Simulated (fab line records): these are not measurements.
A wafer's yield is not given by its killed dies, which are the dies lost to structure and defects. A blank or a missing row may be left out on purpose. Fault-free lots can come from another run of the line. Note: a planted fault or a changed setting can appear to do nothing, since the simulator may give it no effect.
Split-lot trial :: flow n5 finfet :: 21 wafers read across 7 lots, on a route 1938 steps long

## ON THE SPLIT
At N5_BEOL_M9_TRENCH_ETCH_37 (etches SiCOH lowk in C4F6/O2, target depth 151.43 nm, time 49 s), the setting bias w was moved away from the recipe's 185 W on 6 of the 21 wafers read, by -13.7% to +17.4%. For the rest of the wafers, this setting stayed at what the recipe calls for.

The reading comes from the split's own step.

## THE READING
rf vpp V, in V, at N5_BEOL_M9_TRENCH_ETCH_37 (etches SiCOH lowk in C4F6/O2, target depth 151.43 nm, time 49 s). Fault-free wafers of this fab line usually give 663 V, standard deviation 25 V.

wafer: L075.2
tool, chamber at the split: rie diel-04, 2
bias w as run, W: 159.7
against the recipe: -13.7%
rf vpp V, V: 544
against lot-mates on the recipe: -112

wafer: L075.4
tool, chamber at the split: rie diel-04, 3
bias w as run, W: 185
against the recipe: recipe
rf vpp V, V: 671
against lot-mates on the recipe: -

wafer: L075.6
tool, chamber at the split: rie diel-04, 0
bias w as run, W: 185
against the recipe: recipe
rf vpp V, V: 642
against lot-mates on the recipe: -

wafer: L076.2
tool, chamber at the split: rie diel-03, 1
bias w as run, W: 217.1
against the recipe: +17.4%
rf vpp V, V: 798
against lot-mates on the recipe: +114

wafer: L076.4
tool, chamber at the split: rie diel-03, 1
bias w as run, W: 185
against the recipe: recipe
rf vpp V, V: 704
against lot-mates on the recipe: -

wafer: L076.6
tool, chamber at the split: rie diel-03, 0
bias w as run, W: 185
against the recipe: recipe
rf vpp V, V: 663
against lot-mates on the recipe: -

wafer: L079.1
tool, chamber at the split: rie diel-05, 1
bias w as run, W: 201.2
against the recipe: +8.8%
rf vpp V, V: 733
against lot-mates on the recipe: +61

wafer: L079.4
tool, chamber at the split: rie diel-05, 3
bias w as run, W: 185
against the recipe: recipe
rf vpp V, V: 672
against lot-mates on the recipe: -

wafer: L079.6
tool, chamber at the split: rie diel-05, 2
bias w as run, W: 201.2
against the recipe: +8.8%
rf vpp V, V: 738
against lot-mates on the recipe: +66

wafer: L083.2
tool, chamber at the split: rie diel-03, 2
bias w as run, W: 185
against the recipe: recipe
rf vpp V, V: 673
against lot-mates on the recipe: -

wafer: L083.4
tool, chamber at the split: rie diel-03, 0
bias w as run, W: 185
against the recipe: recipe
rf vpp V, V: 661
against lot-mates on the recipe: -

wafer: L083.5
tool, chamber at the split: rie diel-03, 0
bias w as run, W: 214.1
against the recipe: +15.7%
rf vpp V, V: 743
against lot-mates on the recipe: +76

wafer: L087.1
tool, chamber at the split: rie diel-05, 2
bias w as run, W: 161.5
against the recipe: -12.7%
rf vpp V, V: 620
against lot-mates on the recipe: -48

wafer: L087.5
tool, chamber at the split: rie diel-05, 1
bias w as run, W: 185
against the recipe: recipe
rf vpp V, V: 686
against lot-mates on the recipe: -

wafer: L087.6
tool, chamber at the split: rie diel-05, 0
bias w as run, W: 185
against the recipe: recipe
rf vpp V, V: 649
against lot-mates on the recipe: -

wafer: L092.1
tool, chamber at the split: rie diel-03, 0
bias w as run, W: 185
against the recipe: recipe
rf vpp V, V: 662
against lot-mates on the recipe: -

wafer: L092.5
tool, chamber at the split: rie diel-03, 2
bias w as run, W: 185
against the recipe: recipe
rf vpp V, V: 672
against lot-mates on the recipe: -

wafer: L092.6
tool, chamber at the split: rie diel-03, 0
bias w as run, W: 185
against the recipe: recipe
rf vpp V, V: 662
against lot-mates on the recipe: -

wafer: L096.2
tool, chamber at the split: rie diel-03, 2
bias w as run, W: 185
against the recipe: recipe
rf vpp V, V: 674
against lot-mates on the recipe: -

wafer: L096.3
tool, chamber at the split: rie diel-03, 1
bias w as run, W: 185
against the recipe: recipe
rf vpp V, V: 703
against lot-mates on the recipe: -

wafer: L096.4
tool, chamber at the split: rie diel-03, 0
bias w as run, W: 185
against the recipe: recipe
rf vpp V, V: 661
against lot-mates on the recipe: -

FIT RESULTS
A straight line over all 21 wafers: rf vpp V changes by +6.54 V for each +1% of bias w; r = +0.92; the points scatter about the line by 20 V.
The same after taking each lot's own level away (the mean of its wafers on the recipe; 21 wafers): +6.12 V for each +1%; r = +0.94; scatter 17 V.
The reading moves by 1.1e+02 V for the largest change in bias w, on that fit.
Measured against the standard deviation above, the lots' own levels, which go from 656.5 to 683.5 V, span 1.1 times it.
So the lot-to-lot level changes the slope little: the two slopes agree.
Check: for one of the wafers moved furthest among these (+17.4%), held out of the fit, the line's prediction against its lot-mates is +103 V. Against them it came out at +114 V.
Tool readings at the split's step, against how far the setting was moved: rf vpp V r = +0.92.

## THE OTHER SPLITS THESE WAFERS WENT THROUGH
Note: prior to the reading, these wafers also went through further splits. Each is held against what the fit with the lots' levels taken away leaves over:
other split on the same wafers: N5_BEOL_M9_ETCH_66 time s
wafers away from the commonest value: 9
r with rf vpp V (lot level and that fit taken away): +0.08

## FILE'S OWN FIT
rf vpp V changes by +6.04 V for each +1% of bias w, r = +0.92.
